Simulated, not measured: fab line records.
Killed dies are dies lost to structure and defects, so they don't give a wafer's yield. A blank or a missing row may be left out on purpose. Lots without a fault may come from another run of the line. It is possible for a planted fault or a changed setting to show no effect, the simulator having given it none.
Which tool is to blame?	flow n5_finfet	Sampling: 12 lots, 36 wafers, 4 of 1938 route steps

WHAT THE GAUGES SHOWED, per wafer
N5_BEOL_M11_CD_MEAS_11: target cd 64.1 nm.
lot	measured	on	cd_nm (nm)
L077	day 10 17:04	cd_sem-01	64.1 64.5 63.7
L076	day 11 02:17	cd_sem-02	63.4 64.4 64.0
L078	day 11 15:51	cd_sem-02	64.1 63.9 63.7
L081	day 12 07:08	cd_sem-02	64.9 64.4 64.3
L083	day 13 04:28	cd_sem-02	63.3 63.3 63.0
L085	day 13 15:37	cd_sem-02	63.7 64.3 63.5
L089	day 14 02:29	cd_sem-01	64.3 63.3 63.9
L087	day 14 06:08	cd_sem-01	63.4 64.2 63.9
L092	day 15 06:20	cd_sem-01	64.2 64.9 64.0
L094	day 15 14:59	cd_sem-01	64.2 63.6 64.0
L097	day 16 05:01	cd_sem-03	64.7 64.0 63.8
L091	day 16 21:09	cd_sem-03	64.9 64.0 64.5

TOOL THAT RAN EACH LOT (tool first, then ch and the chambers of the sampled wafers, then the start)
lot	N5_BEOL_M10_CMP_52	N5_BEOL_M10_DEP_56	N5_BEOL_M11_PECVD_70
L077	cmp-03 ch 0,2,3, day 10 15:01	pecvd-01 ch 0,1, day 10 15:20	pecvd-03 ch 0,2, day 10 16:07
L076	cmp-01 ch 1,2,3, day 10 22:58	pecvd-04 ch 0, day 10 23:23	pecvd-02 ch 0,1,2, day 11 00:13
L078	cmp-02 ch 0,1, day 11 13:46	pecvd-02 ch 0,2, day 11 14:08	pecvd-01 ch 0,1, day 11 14:55
L081	cmp-01 ch 0,1,2, day 12 04:35	pecvd-04 ch 0,2, day 12 04:57	pecvd-03 ch 0,1, day 12 06:13
L083	cmp-02 ch 0,2,3, day 13 02:13	pecvd-02 ch 0,2, day 13 02:34	pecvd-01 ch 0,1, day 13 03:20
L085	cmp-02 ch 1,2,3, day 13 12:48	pecvd-04 ch 0,2, day 13 13:10	pecvd-01 ch 0,1, day 13 13:56
L089	cmp-02 ch 1,2, day 13 23:58	pecvd-01 ch 0,1, day 14 00:18	pecvd-01 ch 0,1,2, day 14 01:11
L087	cmp-03 ch 0,2,3, day 14 03:44	pecvd-01 ch 0,1, day 14 04:01	pecvd-01 ch 1,2, day 14 04:46
L092	cmp-03 ch 0,1,2, day 15 02:32	pecvd-01 ch 0,2, day 15 02:53	pecvd-01 ch 0,1, day 15 04:08
L094	cmp-01 ch 0,1,2, day 15 12:22	pecvd-04 ch 0,1, day 15 12:39	pecvd-03 ch 0,1,2, day 15 13:53
L097	cmp-01 ch 0,1, day 16 01:44	pecvd-04 ch 0,1, day 16 02:04	pecvd-01 ch 0,1, day 16 03:11
L091	cmp-01 ch 0,2, day 16 17:55	pecvd-02 ch 1,2, day 16 18:16	pecvd-02 ch 0,2, day 16 19:02
- N5_BEOL_M10_CMP_52: polishes, stops on SiCOH lowk, t overpolish 7 s, target thk 140 nm.
- N5_BEOL_M10_DEP_56: deposits SiCN from 3MS/NH3, target thk 15 nm, time 26.5 s.
- N5_BEOL_M11_PECVD_70: deposits SiO2 from TEOS/O2, target thk 20 nm, time 22.7 s.

THE ANSWER, worked out from the rows above alone
Rule: usual is defined by the lots themselves. The widest of any qualifying gaps counts: lots, ordered by their means at a reading, are off when they make up no more than a third of the lots, leave a main group of 4 or more, and stand apart from it by 3 or more times the standard deviation of that group's means. A main group is skipped when, at the precision printed for the reading in the tables above, its means are all equal. A lot without any number at a reading at which 4 lots or more have one is off too. Where the step has rows for the other lots, those lots are counted as sound.
No lot is off on any of the readings shown, so nothing can be concluded from this.

WHAT THE SIMULATOR HAD INSERTED
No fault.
